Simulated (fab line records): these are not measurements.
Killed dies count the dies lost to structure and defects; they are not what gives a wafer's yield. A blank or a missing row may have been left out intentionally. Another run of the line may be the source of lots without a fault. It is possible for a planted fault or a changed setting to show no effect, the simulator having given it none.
Struck lot and sound lot, side by side / flow nand harc / 15 out of 1159 route steps
Sound: wafers L992.1, L992.4, L992.5. The struck wafers were L109.2, L109.4, L109.6. Last of all comes the cause.
For every step that has rows: the tool of each side, followed by ch and its chambers, followed by its first start. Under that, the readings that differ: sound wafers / struck wafers / difference of the means / sigmas: that difference in standard deviations of wafers without a fault.
alike: a reading whose means differ by less than 2 such deviations, as well as words and numbers matching on both sides. not compared: withheld readings; readings where some wafer has no value; bounds like >300 that might hide an equal value; numbers whose values overlap and for which the record gives no deviation.
The two part at a step that has a row with sigmas, a row that says differs or no value, or rows on one side only. Numbers that have no deviation but don't overlap get no sigmas and don't part them. Lack of a reading on every wafer of one side parts them only where that side has two or more wafers.

first, 1 step without rows for these wafers: NHARC_THIN_TSV_DESCUM_14 (chemistry O2, time 3 s).
NHARC_THIN_TSV_ETCH_44: etches the open film in CF4/O2, target depth 1594.2 nm, time 797.1 s.
  sound on rie diel-01 ch 0,1,3, day 18 20:49; struck on rie diel-03 ch 0,1, day 23 04:55
  alike: chamber pressure mTorr, drypump motor current A, o2 flow sccm, oes product au, rf vpp V, showerhead plenum p Torr, throttle valve pct
  not compared: rf hours counter h
then, 1 step without rows for these wafers: NHARC_THIN_TSV_ETCH_15 (target depth 3000 nm, bosch target overetch cycles 2, bosch etch step 2.8 s).
NHARC_THIN_TSV_CD_MEAS_16:
  sound on cd sem-03 at day 18 21:32; struck on cd sem-01 at day 23 05:34
  alike: cd nm
then, 2 steps without rows for these wafers: NHARC_THIN_TSV_STRIP_45 (strips in O2); NHARC_THIN_TSV_STRIP_46 (strips in post etch residue remover, time 1200 s).
NHARC_THIN_TSV_DEP_47: deposits SiO2, target thk 200 nm.
  sound on pecvd-02 ch 1,2, day 18 22:25; struck on pecvd-04 ch 0,2, day 23 06:37
  alike: chamber pressure Torr, throttle valve pct
NHARC_THIN_TSV_ETCHBACK_48: etches the open film in C4F8/Ar, target depth 1028.5 nm, time 405.17 s.
  sound on rie diel-07 ch 1,2, day 18 22:49; struck on rie diel-03 ch 1,2, day 23 06:55
reading=oes product au (a.u.); sound=0.982 0.995 1.005; struck=0.917 0.934 0.924; difference=-0.069; sigmas=-2
  alike: chamber pressure mTorr, rf vpp V
  not compared: rf hours counter h
then, 1 step without rows for these wafers: NHARC_THIN_TSV_STRIP_62 (strips in N2/H2, time 20 s).
NHARC_THIN_TSV_DEGAS_49: time 120 s.
  sound on pvd sputter-02 at day 18 23:20; struck on pvd sputter-02 at day 23 07:28
  alike: heater power w
then, 1 step without rows for these wafers: NHARC_THIN_TSV_PRE_CLEAN_50 (time 30 s).
NHARC_THIN_TSV_PVD_19: deposits TaN, target thk 20 nm.
  sound on pvd sputter-02; struck on pvd sputter-02
  alike: chamber pressure pa, throttle valve pct
NHARC_THIN_TSV_PVD_51: deposits Cu, target thk 100 nm.
  sound on pvd sputter-02 at day 18 23:37; struck on pvd sputter-02 at day 23 07:44
  no value came back on the struck wafers for chamber pressure pa (Pa), throttle valve pct (%); on the sound wafers chamber pressure pa (Pa) reads 5.013 5.001 5.005
then, 1 step without rows for these wafers: NHARC_THIN_TSV_ECD_20 (material Cu, target thk 2000 nm).
NHARC_END_SORT_01:
  only the struck wafers appear in the record here, on prober-01 ch 0 at day 23 20:41; the sound ones have no rows

== WHERE THEY PART ==
Last at NHARC_END_SORT_01 as far as this record goes, first at NHARC_THIN_TSV_ETCHBACK_48.

WHY: the cause the simulator had injected
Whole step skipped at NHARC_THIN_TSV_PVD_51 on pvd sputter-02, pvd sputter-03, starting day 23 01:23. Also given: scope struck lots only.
